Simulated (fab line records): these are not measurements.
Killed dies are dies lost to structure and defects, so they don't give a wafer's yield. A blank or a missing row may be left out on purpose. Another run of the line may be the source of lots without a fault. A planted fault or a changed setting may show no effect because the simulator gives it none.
fab line records    flow n5_finfet
record lots=7  wafers=21
route steps=1938 shown BEOL_M10@1480 BEOL_M11@1560 BEOL_M12@1602
start_h: start of the lot's first displayed wafer, in hours after the record's first day    wait_h: how many hours have passed since the lot's step before this one    " repeats the value in the row above    L1.1+2: a row that stands for several wafers    - no value present, or no start provided    * or withheld: withheld    < > ~ a bound
route shown NAME@n: a module of which the file shows steps, and the number in the route of the first    usual: mean/standard deviation taken from wafers without a fault    same: alike in all rows    chamber/n: place in a boat    sites: per-site readings    _std_site: the standard deviation of these    _edge_site: outer sites' mean less inner sites'    radius_mm: for every site, how far away it sits from the centre of the wafer    mask NAME#n: copy n    behind: the last tool/chamber to shape the wafer    hold: cause of the lot's hold/its duration in hours/its outcome    device: names the non-switching transistor (n, p or np)    end of line: the route-end tests of the same wafers    step lacking rows: just its recipe    killed: dies lost to structure and defects at the first sort, not the wafer's yield    map: a wafer's dies, x killed, . not, _ none there
set.NAME: the setting the step ran with; set.NAME@STEP: the setting that earlier step ran with    model.NAME: the simulator's own value behind a step, which no gauge read
one table per step and one row per wafer, for lots whose settings were changed on purpose
## steps
# step N5_BEOL_M10_EXPOSE_08
# recipe mask_id=M10  na=1.35  source_shape=dipole  sigma_inner=0.411  sigma_outer=0.611  polarization=te  dose_mj=53.75
lot.wafer   tool             chamber  start_h  wait_h  mask   set.dose_mj
L086.2+6    arfi_scanner-02  0        297.11   -       M10#0  56.09
L086.3      "                0        "        "       M10#0  53.75
L085.1+5+6  arfi_scanner-02  0        297.46   -       M10#0  53.75
L087.1+4    arfi_scanner-01  0        310.21   -       M10#0  51.91
L087.5      "                0        "        "       M10#0  53.75
L089.1+3    arfi_scanner-03  0        324.36   -       M10#0  53.75
L089.5      "                0        "        "       M10#0  52.22
L093.1+4    arfi_scanner-02  0        344.97   -       M10#0  53.75
L093.2      "                0        "        "       M10#0  51.57
L095.1+2+4  arfi_scanner-02  0        362.60   -       M10#0  53.75
L096.1      arfi_scanner-02  0        366.10   -       M10#0  53.75
L096.3+4    "                0        "        "       M10#0  55.26
# step N5_BEOL_M10_PEB_09
# recipe peb_temp_c=withheld  peb_time_s=60  resist=CAR-ArF
# step N5_BEOL_M10_DEVELOP_10
# recipe develop_time_s=30  developer=TMAH  resist=CAR-ArF  rinse_liquid=diw  dry=air_spin  dev_temp_c=23
# step N5_BEOL_M10_CD_MEAS_11
# recipe target_cd_nm=64.1  landing_energy_ev=500  detector=se_inlens  polarity=opening
# usual cd_nm=64.3/0.7
lot.wafer  tool       chamber  start_h  wait_h  set.dose_mj@BEOL_M10_EXPOSE_08  cd_nm
L086.2     cd_sem-03  0        297.23   -       56.09                           67.9
L086.3     "          0        "        "       53.75                           64.3
L086.6     "          0        "        "       56.09                           68.1
L085.1     cd_sem-03  0        297.59   -       53.75                           64.5
L085.5     "          0        "        "       53.75                           65.1
L085.6     "          0        "        "       53.75                           64.9
L087.1     cd_sem-01  0        310.34   -       51.91                           63.1
L087.4     "          0        "        "       51.91                           61.4
L087.5     "          0        "        "       53.75                           65.0
L089.1     cd_sem-02  0        324.48   -       53.75                           65.1
L089.3     "          0        "        "       53.75                           64.3
L089.5     "          0        "        "       52.22                           62.6
L093.1     cd_sem-03  0        345.10   -       53.75                           64.1
L093.2     "          0        "        "       51.57                           60.9
L093.4     "          0        "        "       53.75                           63.5
L095.1     cd_sem-01  0        362.73   -       53.75                           64.3
L095.2     "          0        "        "       53.75                           63.2
L095.4     "          0        "        "       53.75                           64.1
L096.1     cd_sem-02  0        366.23   -       53.75                           64.7
L096.3     "          0        "        "       55.26                           65.9
L096.4     "          0        "        "       55.26                           65.2
# step N5_BEOL_M10_DESCUM_16
# recipe chemistry=O2  time_s=7.9  source_power_w=50  bias_power_w=20  pressure_mtorr=20  rf_frequency_hz=2.712e+07  temp_c=40  resist=CAR-ArF  o2_flow_sccm=225
# step N5_BEOL_M10_ETCH_61
# recipe chemistry=CF4  target=SiARC  target_depth_a=390  mask_material=CAR-ArF  time_s=65  ion_energy_ev=80  pressure_mtorr=40  source_w=545  bias_w=36  Ar_flow_sccm=100  cf4_flow_sccm=100  ends=cleared
lot.wafer  tool         chamber  start_h  wait_h  set.spin_rpm@BEOL_M10_COAT_05  model.CAR-ArF_of_BEOL_M10_COAT_05.thk_nm
L086.2+6   rie_diel-06  2,1      297.42   0.0     1500                           55.2
L086.3     "            0        "        "       1500                           55.6
L085.1     rie_diel-06  0        297.71   0.0     1500                           55.4
L085.5     "            2        "        "       1547                           54
L085.6     "            1        "        "       1500                           55.6
L087.1     rie_diel-04  2        310.46   0.0     1500                           55.6
L087.4+5   "            1,3      "        "       1577                           53.4
L089.1     rie_diel-01  0        324.82   0.0     1500                           56
L089.3+5   "            2,1      "        "       1500                           55.8
L093.1     rie_diel-04  0        345.22   0.0     1500                           55.8
L093.2     "            1        "        "       1500                           56
L093.4     "            3        "        "       1429                           58
L095.1     rie_diel-01  1        362.85   0.0     1500                           55.6
L095.2     "            2        "        "       1500                           55.2
L095.4     "            3        "        "       1500                           55.4
L096.1+4   rie_diel-06  1,0      366.71   0.0     1500                           55.8
L096.3     "            3        "        "       1500                           56.2
# step N5_BEOL_M10_ETCH_62
# recipe chemistry=N2/H2  target=SOC  target_depth_a=1100  overetch_a=220  mask_material=SiARC  temp_c=40  time_s=165  ion_energy_ev=200  pressure_mtorr=30  source_w=840  bias_w=150  n2_flow_sccm=200  h2_flow_sccm=200
# step N5_BEOL_M10_STRIP_68
# recipe chemistry=N2/H2  temp_c=40  n2_flow_sccm=200  h2_flow_sccm=200  rf_frequency_hz=6e+07
# step N5_BEOL_M10_HM_OPEN_17
# recipe chemistry=Cl2/BCl3  target_depth_a=200  overetch_a=60  target=TiN  mask_material=SOC  ion_energy_ev=150  pressure_mtorr=10  icp_w=1000  bias_w=126  Cl2_flow_sccm=53.25  bcl3_flow_sccm=21.75  Ar_flow_sccm=25
# step N5_BEOL_M10_STRIP_19
# recipe chemistry=O2  power_w=400  temp_c=40  pressure_mtorr=30  rf_frequency_hz=6e+07  bias_power_w=0  overash_fraction=0.2  o2_flow_sccm=225
# step N5_BEOL_M10_CD_MEAS_18
# recipe pitch_nm=140  target_cd_nm=70
# usual cd_nm=70.3/0.79
lot.wafer  tool       chamber  start_h  wait_h  set.dose_mj@BEOL_M10_EXPOSE_08  cd_nm
L086.2     cd_sem-01  -        298.00   0.1     56.09                           74.4
L086.3     "          -        "        "       53.75                           70.2
L086.6     "          -        "        "       56.09                           73.8
L085.1     cd_sem-03  -        298.26   0.0     53.75                           70.6
L085.5     "          -        "        "       53.75                           71.9
L085.6     "          -        "        "       53.75                           70.7
L087.1     cd_sem-03  -        310.88   0.0     51.91                           68.9
L087.4     "          -        "        "       51.91                           67.8
L087.5     "          -        "        "       53.75                           70.9
L089.1     cd_sem-02  -        325.24   0.0     53.75                           70.9
L089.3     "          -        "        "       53.75                           70.0
L089.5     "          -        "        "       52.22                           68.3
L093.1     cd_sem-02  -        345.65   0.1     53.75                           70.0
L093.2     "          -        "        "       51.57                           66.9
L093.4     "          -        "        "       53.75                           70.0
L095.1     cd_sem-01  -        363.35   0.0     53.75                           70.1
L095.2     "          -        "        "       53.75                           70.1
L095.4     "          -        "        "       53.75                           70.6
L096.1     cd_sem-02  -        367.23   0.0     53.75                           71.1
L096.3     "          -        "        "       55.26                           71.5
L096.4     "          -        "        "       55.26                           71.5
# step N5_BEOL_M10_COAT_63
# recipe resist=SOC  temp_c=250  time_s=60  spin_rpm=1500  resist_thk_nm=100
# step N5_BEOL_M10_COAT_64
# recipe resist=SiARC  temp_c=220  time_s=60  spin_rpm=1500  resist_thk_nm=30
# step N5_BEOL_M10_PRECLEAN_42
# recipe chemistry=residue_remover  time_s=60  temp_c=40
# step N5_BEOL_M10_SRD_43
# recipe time_s=30  temp_c=23  rinse_liquid=diw  dry=ipa_marangoni
# step N5_BEOL_M10_CD_MEAS_35
# recipe target_cd_nm=70  polarity=opening
# usual cd_nm=70.4/0.83
lot.wafer  tool       chamber  start_h  wait_h  set.dose_mj@BEOL_M10_EXPOSE_08  cd_nm
L085.1     cd_sem-02  -        300.94   0.0     53.75                           71.1
L085.5     "          -        "        "       53.75                           72.3
L085.6     "          -        "        "       53.75                           70.6
L086.2     cd_sem-02  -        301.17   0.0     56.09                           74.4
L086.3     "          -        "        "       53.75                           70.2
L086.6     "          -        "        "       56.09                           73.9
L087.1     cd_sem-01  -        312.03   0.0     51.91                           68.9
L087.4     "          -        "        "       51.91                           68.3
L087.5     "          -        "        "       53.75                           70.5
L089.1     cd_sem-02  -        328.97   0.0     53.75                           70.1
L089.3     "          -        "        "       53.75                           70.0
L089.5     "          -        "        "       52.22                           68.1
L093.1     cd_sem-02  -        346.82   0.0     53.75                           70.2
L093.2     "          -        "        "       51.57                           67.0
L093.4     "          -        "        "       53.75                           69.7
L095.1     cd_sem-03  -        364.56   0.0     53.75                           70.3
L095.2     "          -        "        "       53.75                           70.2
L095.4     "          -        "        "       53.75                           70.4
L096.1     cd_sem-03  -        369.03   0.0     53.75                           71.4
L096.3     "          -        "        "       55.26                           71.2
L096.4     "          -        "        "       55.26                           71.6
# step N5_BEOL_M11_COAT_63
# recipe resist=SOC  temp_c=250  time_s=60  spin_rpm=1500  resist_thk_nm=100
lot.wafer  tool            chamber  start_h  wait_h  set.spin_rpm  model.SOC_of_BEOL_M11_COAT_63.thk_nm
L085.1+5   litho_track-01  0        308.66   1.7     1662          94.4
L085.6     "               0        "        "       1500          99.6
L086.2     litho_track-02  0        308.66   1.5     1351          105.4
L086.3     "               0        "        "       1500          100.4
L086.6     "               0        "        "       1500          100.2
L087.1     litho_track-01  0        319.32   0.0     1637          95.6
L087.4     "               0        "        "       1500          99.8
L087.5     "               0        "        "       1637          96
L089.1     litho_track-02  0        337.30   2.9     1500          100.4
L089.3     "               0        "        "       1500          100.6
L089.5     "               0        "        "       1414          103.2
L093.1+2   litho_track-01  0        354.77   2.0     1663          95.6
L093.4     "               0        "        "       1663          95.4
L095.1     litho_track-02  0        370.90   0.5     1500          99.8
L095.2+4   "               0        "        "       1500          100
L096.1     litho_track-04  0        374.36   0.5     1500          100.2
L096.3+4   "               0        "        "       1500          100
# step N5_BEOL_M11_COAT_22
# recipe resist=CAR-ArF  spin_rpm=1500  resist_thk_nm=90
lot.wafer  tool            chamber  start_h  wait_h  set.spin_rpm  model.CAR-ArF_of_BEOL_M11_COAT_22.thk_nm
L085.1     litho_track-01  0        -        -       1500          89.8
L085.5     "               0        "        "       1500          90.2
L085.6     "               0        "        "       1500          90
L086.2+6   litho_track-02  0        -        -       1500          90.2
L086.3     "               0        "        "       1500          90
L087.1+5   litho_track-01  0        -        -       1389          93.4
L087.4     "               0        "        "       1500          90
L089.1+5   litho_track-02  0        -        -       1611          87
L089.3     "               0        "        "       1500          90.4
L093.1     litho_track-01  0        -        -       1500          90
L093.2     "               0        "        "       1570          88
L093.4     "               0        "        "       1500          90.2
L095.1+4   litho_track-02  0        -        -       1500          90
L095.2     "               0        "        "       1500          90.2
L096.1     litho_track-04  0        -        -       1648          86.2
L096.3     "               0        "        "       1500          90.6
L096.4     "               0        "        "       1648          86.4
# step N5_BEOL_M11_EBR_24
# recipe solvent=PGMEA  ebr_width_mm=1.5
# step N5_BEOL_M11_SOFTBAKE_23
# recipe temp_c=110  time_s=60  resist=CAR-ArF
# step N5_BEOL_M11_DESCUM_33
# recipe chemistry=O2  time_s=7.9  source_power_w=50  bias_power_w=20  pressure_mtorr=20  rf_frequency_hz=2.712e+07  temp_c=40  resist=CAR-ArF  o2_flow_sccm=225
lot.wafer  tool         chamber  start_h  wait_h  set.spin_rpm@BEOL_M11_COAT_22  model.CAR-ArF_of_BEOL_M11_COAT_22.thk_nm
L085.1     rie_diel-05  2        309.00   0.0     1500                           83.4
L085.5+6   "            0,1      "        "       1500                           83.6
L086.2+6   rie_diel-03  2        309.17   0.0     1500                           83.8
L086.3     "            0        "        "       1500                           83.6
L087.1     rie_diel-05  1        319.65   0.0     1389                           87
L087.4     "            3        "        "       1500                           83.4
L087.5     "            2        "        "       1389                           86.8
L089.1     rie_diel-02  2        337.79   0.0     1611                           80.6
L089.3     "            0        "        "       1500                           83.8
L089.5     "            2        "        "       1611                           80.4
L093.1+4   rie_diel-02  3,0      355.23   0.0     1500                           83.6
L093.2     "            1        "        "       1570                           81.6
L095.1     rie_diel-05  3        371.36   0.0     1500                           83.4
L095.2+4   "            0,1      "        "       1500                           83.6
L096.1+4   rie_diel-03  2,3      375.09   0.2     1648                           79.8
L096.3     "            0        "        "       1500                           84
# step N5_BEOL_M11_ETCH_65
# recipe chemistry=CF4  target=SiARC  target_depth_a=390  mask_material=CAR-ArF  time_s=65  ion_energy_ev=80  pressure_mtorr=40  source_w=545  bias_w=36  Ar_flow_sccm=100  cf4_flow_sccm=100  ends=cleared
# step N5_BEOL_M11_ETCH_66
# recipe chemistry=N2/H2  target=SOC  target_depth_a=1200  overetch_a=240  mask_material=SiARC  temp_c=40  time_s=180  ion_energy_ev=200  pressure_mtorr=30  source_w=840  bias_w=150  n2_flow_sccm=200  h2_flow_sccm=200
lot.wafer  tool         chamber  start_h  wait_h  set.spin_rpm@BEOL_M11_COAT_63  model.etch.depth_nm
L085.1     rie_diel-05  2        309.08   0.0     1662                           94.4
L085.5     "            0        "        "       1662                           94.42
L085.6     "            1        "        "       1500                           99.56
L086.2     rie_diel-03  2        309.25   0.0     1351                           105.5
L086.3+6   "            0,2      "        "       1500                           100.3
L087.1     rie_diel-05  1        319.74   0.0     1637                           95.59
L087.4     "            3        "        "       1500                           99.86
L087.5     "            2        "        "       1637                           96
L089.1     rie_diel-02  2        337.87   0.0     1500                           100.3
L089.3     "            0        "        "       1500                           100.7
L089.5     "            2        "        "       1414                           103.3
L093.1     rie_diel-02  3        355.32   0.0     1663                           95.51
L093.2     "            1        "        "       1663                           95.63
L093.4     "            0        "        "       1663                           95.43
L095.1     rie_diel-05  3        371.45   0.0     1500                           99.87
L095.2     "            0        "        "       1500                           100
L095.4     "            1        "        "       1500                           99.92
L096.1     rie_diel-03  2        375.17   0.0     1500                           100.2
L096.3     "            0        "        "       1500                           100
L096.4     "            3        "        "       1500                           100.1
# step N5_BEOL_M11_STRIP_69
# recipe chemistry=N2/H2  temp_c=40  n2_flow_sccm=200  h2_flow_sccm=200  rf_frequency_hz=6e+07
# step N5_BEOL_M11_VIA_ETCH_34
# recipe chemistry=C4F6/O2  target=SiCOH_lowk  target_depth_a=1845  mask_material=SOC  taper_deg=4  time_s=69.2  ion_energy_ev=250  pressure_mtorr=30  source_w=345  bias_w=185  Ar_flow_sccm=300  C4F6_flow_sccm=10  O2_flow_sccm=10
lot.wafer  tool         chamber  start_h  wait_h  set.spin_rpm@BEOL_M11_COAT_63  model.SOC_of_BEOL_M11_COAT_63.thk_nm
L085.1     rie_diel-05  2        309.21   0.0     1662                           86.4
L085.5     "            0        "        "       1662                           86.6
L085.6     "            1        "        "       1500                           91.6
L086.2     rie_diel-03  2        309.37   0.0     1351                           97.6
L086.3+6   "            0,2      "        "       1500                           92.4
L087.1     rie_diel-05  1        319.86   0.0     1637                           87.8
L087.4     "            3        "        "       1500                           92.2
L087.5     "            2        "        "       1637                           88
L089.1     rie_diel-02  2        338.00   0.0     1500                           92.4
L089.3     "            0        "        "       1500                           92.6
L089.5     "            2        "        "       1414                           95.4
L093.1     rie_diel-02  3        355.44   0.0     1663                           87.2
L093.2+4   "            1,0      "        "       1663                           87.4
L095.1+2   rie_diel-05  3,0      371.57   0.0     1500                           92.2
L095.4     "            1        "        "       1500                           91.8
L096.1     rie_diel-03  2        375.30   0.0     1500                           92.4
L096.3     "            0        "        "       1500                           92
L096.4     "            3        "        "       1500                           92.2
# step N5_BEOL_M12_ILD_DEP_00
# recipe material=SiOC  target_thk_a=6589.2  temp_c=350  precursor=DEMS/O2  pressure_torr=5  rf_w=500  time_s=130.7
lot.wafer  tool      chamber  start_h  wait_h  set.time_s  model.SiOC_of_BEOL_M12_ILD_DEP_00.thk_nm
L085.1     pecvd-01  0        311.81   0.0     130.7       657
L085.5     "         1        "        "       145.2       739.2
L085.6     "         2        "        "       130.7       679.4
L086.2     pecvd-01  1        312.08   0.0     130.7       661.4
L086.3     "         2        "        "       130.7       657.6
L086.6     "         2        "        "       130.7       666.2
L087.1     pecvd-04  2        324.00   0.0     130.7       648.6
L087.4     "         0        "        "       119.6       604.6
L087.5     "         2        "        "       119.6       611.4
L089.1     pecvd-03  2        341.10   0.0     144.5       718.6
L089.3     "         1        "        "       130.7       659.8
L089.5     "         1        "        "       130.7       671.8
L093.1     pecvd-04  2        357.94   0.0     130.7       655.4
L093.2     "         0        "        "       130.7       647.8
L093.4     "         2        "        "       120.4       617.2
L095.1     pecvd-03  0        375.94   0.0     130.7       641.4
L095.2     "         1        "        "       130.7       649.6
L095.4     "         1        "        "       130.7       662.4
L096.1     pecvd-01  0        378.52   0.0     130.7       659
L096.3     "         1        "        "       142.8       712.4
L096.4     "         2        "        "       142.8       722.2
# step N5_BEOL_M12_THK_MEAS_01
# recipe reads=SiOC_of_BEOL_M12_ILD_DEP_00
# usual M12_ILD_THK=662/9.6
lot.wafer  tool           chamber  start_h  wait_h  set.time_s@BEOL_M12_ILD_DEP_00  M12_ILD_THK[nm]
L085.1     film_metro-01  -        311.94   0.1     130.7                           657
L085.5     "              -        "        "       145.2                           739
L085.6     "              -        "        "       130.7                           679
L086.2     film_metro-02  -        312.21   0.1     130.7                           662
L086.3     "              -        "        "       130.7                           658
L086.6     "              -        "        "       130.7                           666
L087.1     film_metro-01  -        324.13   0.1     130.7                           649
L087.4     "              -        "        "       119.6                           605
L087.5     "              -        "        "       119.6                           611
L089.1     film_metro-01  -        341.23   0.1     144.5                           718
L089.3     "              -        "        "       130.7                           660
L089.5     "              -        "        "       130.7                           672
L093.1     film_metro-02  -        358.07   0.1     130.7                           655
L093.2     "              -        "        "       130.7                           648
L093.4     "              -        "        "       120.4                           617
L095.1     film_metro-02  -        376.07   0.1     130.7                           641
L095.2     "              -        "        "       130.7                           650
L095.4     "              -        "        "       130.7                           662
L096.1     film_metro-01  -        378.65   0.1     130.7                           659
L096.3     "              -        "        "       142.8                           713
L096.4     "              -        "        "       142.8                           723
# step N5_BEOL_M12_PEB_08
# recipe peb_temp_c=130  peb_time_s=90
lot.wafer   tool            chamber  start_h  wait_h  set.peb_temp_c
L085.1+5+6  litho_track-05  0        312.26   0.1     130
L086.2+6    litho_track-05  0        312.52   0.0     130
L086.3      "               0        "        "       132.5
L087.1+5    litho_track-05  0        324.32   0.1     127.9
L087.4      "               0        "        "       130
L089.1+3    litho_track-03  0        341.55   0.1     128.1
L089.5      "               0        "        "       130
L093.1      litho_track-05  0        358.38   0.1     131.6
L093.2+4    "               0        "        "       130
L095.1+2+4  litho_track-02  0        376.39   0.1     130
L096.1+3    litho_track-05  0        378.96   0.1     133.2
L096.4      "               0        "        "       130
# step N5_BEOL_M12_DEVELOP_09
# recipe develop_time_s=45  rinse_liquid=diw  dry=air_spin  dev_temp_c=21
# step N5_BEOL_M12_HARDBAKE_14
# recipe temp_c=130  time_s=120
# step N5_BEOL_M12_DESCUM_15
# recipe chemistry=O2  time_s=7.9  source_power_w=50  bias_power_w=20  pressure_mtorr=20  rf_frequency_hz=2.712e+07  temp_c=40  o2_flow_sccm=225
# step N5_BEOL_M12_ETCH_59
# recipe chemistry=N2/H2  target=BARC  target_depth_a=890  overetch_a=267  time_s=67.9  ion_energy_ev=200  pressure_mtorr=30  source_w=840  bias_w=150  n2_flow_sccm=200  h2_flow_sccm=200
# step N5_BEOL_M12_VIA_ETCH_16
# recipe chemistry=C4F8/O2/Ar  target=SiOC  pressure_mtorr=30  source_w=3000  bias_w=700  Ar_flow_sccm=400  C4F8_flow_sccm=15  O2_flow_sccm=8  he_inner_torr=15  he_outer_torr=30  target_depth_a=7248  time_s=withheld  ion_energy_ev=250  ends=cleared
lot.wafer  tool         chamber  start_h  wait_h  set.time_s@BEOL_M12_ILD_DEP_00  model.etch.depth_nm  model.coat_of_BEOL_M12_COAT_04.thk_nm
L085.1     rie_diel-01  0        312.55   0.0     *                               657                  125.2
L085.5     "            2        "        "       *                               739.1                101.8
L085.6     "            1        "        "       *                               679.4                116.2
L086.2     rie_diel-04  3        312.91   0.0     *                               661.4                125
L086.3     "            0        "        "       *                               657.6                125.8
L086.6     "            3        "        "       *                               666.1                124.8
L087.1     rie_diel-01  3        324.61   0.0     *                               648.6                125.2
L087.4     "            1        "        "       *                               604.5                138
L087.5     "            2        "        "       *                               611.5                138.4
L089.1     rie_diel-04  3        341.84   0.0     *                               718.6                108.6
L089.3     "            2        "        "       *                               659.9                127.4
L089.5     "            2        "        "       *                               671.7                123.4
L093.1     rie_diel-04  3        358.67   0.0     *                               655.3                124.4
L093.2     "            1        "        "       *                               647.7                124.6
L093.4     "            0        "        "       *                               617.2                134.4
L095.1     rie_diel-04  2        376.88   0.0     *                               641.4                128.8
L095.2     "            1        "        "       *                               649.7                126
L095.4     "            3        "        "       *                               662.4                124.6
L096.1     rie_diel-04  1        379.30   0.0     *                               659                  122
L096.3     "            3        "        "       *                               712.3                107.6
L096.4     "            2        "        "       *                               722.3                104.2
# step N5_BEOL_M12_STRIP_63
# recipe chemistry=N2/H2  power_w=1000  temp_c=250  h2_frac=0.65  overash_fraction=0.3  pressure_mtorr=1000  n2_flow_sccm=1750  h2_flow_sccm=3250
# usual strip_time_to_endpoint_s=42.4/0.99
lot.wafer  tool             chamber  start_h  wait_h  set.time_s@BEOL_M12_ILD_DEP_00  strip_time_to_endpoint_s
L085.1     plasma_asher-01  1        312.75   -       130.7                           43.1
L085.5     "                1        "        "       145.2                           36.7
L085.6     "                0        "        "       130.7                           40.7
L086.2     plasma_asher-01  0        313.11   -       130.7                           43.0
L086.3     "                0        "        "       130.7                           43.2
L086.6     "                1        "        "       130.7                           43.0
L087.1     plasma_asher-02  0        324.81   -       130.7                           43.1
L087.4     "                1        "        "       119.6                           46.5
L087.5     "                0        "        "       119.6                           46.6
L089.1     plasma_asher-01  0        342.04   -       144.5                           38.6
L089.3     "                0        "        "       130.7                           43.6
L089.5     "                1        "        "       130.7                           42.6
L093.1     plasma_asher-01  0        358.87   -       130.7                           42.8
L093.2     "                1        "        "       130.7                           42.9
L093.4     "                1        "        "       120.4                           45.6
L095.1     plasma_asher-02  0        377.08   -       130.7                           44.0
L095.2     "                1        "        "       130.7                           43.3
L095.4     "                0        "        "       130.7                           42.9
L096.1     plasma_asher-02  0        379.50   -       130.7                           42.2
L096.3     "                0        "        "       142.8                           38.3
L096.4     "                1        "        "       142.8                           37.4
## key
split step=N5_BEOL_M10_EXPOSE_08  setting=dose_mj  stated=53.75  by=wafer
response step=N5_BEOL_M10_CD_MEAS_11  reading=cd_nm  change=+0.73  per=1%  r=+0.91
response step=N5_BEOL_M10_CD_MEAS_18  reading=cd_nm  change=+0.722  per=1%  r=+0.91
response step=N5_BEOL_M10_CD_MEAS_35  reading=cd_nm  change=+0.663  per=1%  r=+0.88
split step=N5_BEOL_M11_COAT_63  setting=spin_rpm  stated=1500  by=wafer
response step=N5_BEOL_M11_COAT_63  reading=model.SOC_of_BEOL_M11_COAT_63.thk_nm  change=-0.479  per=1%  r=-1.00
response step=N5_BEOL_M11_ETCH_66  reading=model.etch.depth_nm  change=-0.483  per=1%  r=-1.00
response step=N5_BEOL_M11_VIA_ETCH_34  reading=model.SOC_of_BEOL_M11_COAT_63.thk_nm  change=-0.49  per=1%  r=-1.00
split step=N5_BEOL_M11_COAT_22  setting=spin_rpm  stated=1500  by=wafer
response step=N5_BEOL_M11_COAT_22  reading=model.CAR-ArF_of_BEOL_M11_COAT_22.thk_nm  change=-0.448  per=1%  r=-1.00
response step=N5_BEOL_M11_DESCUM_33  reading=model.CAR-ArF_of_BEOL_M11_COAT_22.thk_nm  change=-0.442  per=1%  r=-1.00
split step=N5_BEOL_M12_ILD_DEP_00  setting=time_s  stated=130.7  by=wafer
response step=N5_BEOL_M12_ILD_DEP_00  reading=model.SiOC_of_BEOL_M12_ILD_DEP_00.thk_nm  change=+5.5  per=1%  r=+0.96
response step=N5_BEOL_M12_THK_MEAS_01  reading=M12_ILD_THK  change=+5.5  per=1%  r=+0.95
response step=N5_BEOL_M12_VIA_ETCH_16  reading=model.etch.depth_nm  change=+5.5  per=1%  r=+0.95
response step=N5_BEOL_M12_VIA_ETCH_16  reading=model.coat_of_BEOL_M12_COAT_04.thk_nm  change=-1.59  per=1%  r=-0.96
response step=N5_BEOL_M12_STRIP_63  reading=strip_time_to_endpoint_s  change=*  per=1%  r=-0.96
split step=N5_BEOL_M12_PEB_08  setting=peb_temp_c  stated=130  by=wafer
response none clear
split outside_this_file step=N5_BEOL_M10_COAT_05 setting=spin_rpm
# split outside_this_file: this setting was split too, and the file shows its column; the key of that split is in another file
